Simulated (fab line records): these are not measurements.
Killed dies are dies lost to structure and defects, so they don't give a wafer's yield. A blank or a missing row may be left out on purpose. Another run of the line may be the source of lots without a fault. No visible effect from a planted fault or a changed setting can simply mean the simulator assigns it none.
A lot that was struck, set against a sound lot | flow nand harc | 16 steps out of a route of 1159
Sound: wafers L406.2, L406.3, L406.5. Wafers struck: L411.1, L411.4, L411.6. The cause comes at the end.
Order at every step that has rows: each side's tool, ch and its chambers, its first start. Under that, the readings that differ: sound wafers | struck wafers | difference of the means | sigmas: that difference in standard deviations of wafers without a fault.
alike: words and numbers the same on both sides, and readings whose means are apart by under 2 such deviations; not compared: readings that were withheld, readings missing a value for some wafer, numbers with overlapping values and no deviation given by the record, and bounds like >300 which may hide the same value.
The two part at a step that has a row with sigmas, a row that says differs or no value, or rows on one side only. Numbers that have no deviation but don't overlap get no sigmas and don't part them. A reading that every wafer of one side lacks parts them only if that side has two wafers or more.

NHARC_A_BLC_ETCH_16: etches the open film in CF4, target depth 39 nm, time 65 s.
  sound on rie diel-04 ch 2,3, day 17 22:23; struck on rie diel-06 ch 0,2, day 19 12:50
  alike: drypump motor current A, mfc ar sccm, oes product au, rf vpp V, showerhead plenum p Torr, throttle valve pct
  not compared: rf hours counter h
then, 2 steps without rows for these wafers: NHARC_A_BLC_ETCH_17 (etches the open film in N2/H2, target depth 390 nm, time 609.38 s); NHARC_A_BLC_ETCH_18 (etches the open film in C4F8/O2/Ar, target depth 910 nm).
NHARC_A_BLC_CD_MEAS_19:
  struck on cd sem-01, day 19 15:04; sound on cd sem-01, day 17 23:16
  alike: cd nm
NHARC_A_BLC_STRIP_29: strips in CF4.
  sound on rie diel-06 ch 1,2,3, day 17 23:21; struck on rie diel-06 ch 1,2,3, day 19 15:11
  alike: drypump motor current A, mfc ar sccm, oes product au, rf vpp V, showerhead plenum p Torr, throttle valve pct
  not compared: rf hours counter h
then, 4 steps without rows for these wafers: NHARC_A_BLC_STRIP_21 (strips in O2); NHARC_A_BLC_STRIP_22 (strips in post etch residue remover, time 600 s); NHARC_A_BLC_DEGAS_30 (time 60 s); NHARC_A_BLC_PRE_CLEAN_31 (time 15 s).
NHARC_A_BLC_PVD_32: deposits Ti, target thk 5 nm, time 17.7 s.
  sound on pvd sputter-03; struck on pvd sputter-01
  alike: throttle valve pct
NHARC_A_BLC_ALD_23: deposits TiN, target thk 3 nm, pulse time 1 s, ald cycles 150.
  sound on ald metal-02 ch 0,1,3, day 18 00:11; struck on ald metal-01 ch 1,3, day 19 15:57
  alike: heater power w, precursor pulse height rel
NHARC_A_BLC_CVD_24: deposits W, target thk 150 nm, time 434 s.
  sound: cvd w-02 ch 0,1; struck: cvd w-02 ch 0,1
  alike: heater power w, mfc ar sccm, throttle valve pct
NHARC_A_BLC_CMP_25: polishes, t overpolish 30 s, target thk 150 nm.
  sound on cmp-02 ch 0,1,3, day 18 00:55; struck on cmp-03 ch 1,2,3, day 19 16:42
  no value came back on the struck wafers for edge zone pressure frac, motor current A (A), overpolish run s (s), time to endpoint s (s); on the sound wafers edge zone pressure frac reads 1.006 1.003 0.995
following that, these wafers have no rows for 1 step: NHARC_A_BLC_SRD_27.
NHARC_A_BLC_INSPECT_28:
  struck on defect inspect-02, day 19 17:16; sound on defect inspect-01, day 18 01:19
  reading          | sound       | struck         | difference | sigmas
  raw defect count | 386 423 295 | 6878 6748 6757 | +6426      | +54
  not compared: hold
NHARC_END_SORT_01:
  the record has rows for the sound wafers here (prober-02 ch 0, day 19 15:01) and none for the struck ones

== WHERE THEY PART ==
At NHARC_A_BLC_CMP_25 first; at NHARC_END_SORT_01 last (within this record only).

WHY: whatever the simulator had introduced
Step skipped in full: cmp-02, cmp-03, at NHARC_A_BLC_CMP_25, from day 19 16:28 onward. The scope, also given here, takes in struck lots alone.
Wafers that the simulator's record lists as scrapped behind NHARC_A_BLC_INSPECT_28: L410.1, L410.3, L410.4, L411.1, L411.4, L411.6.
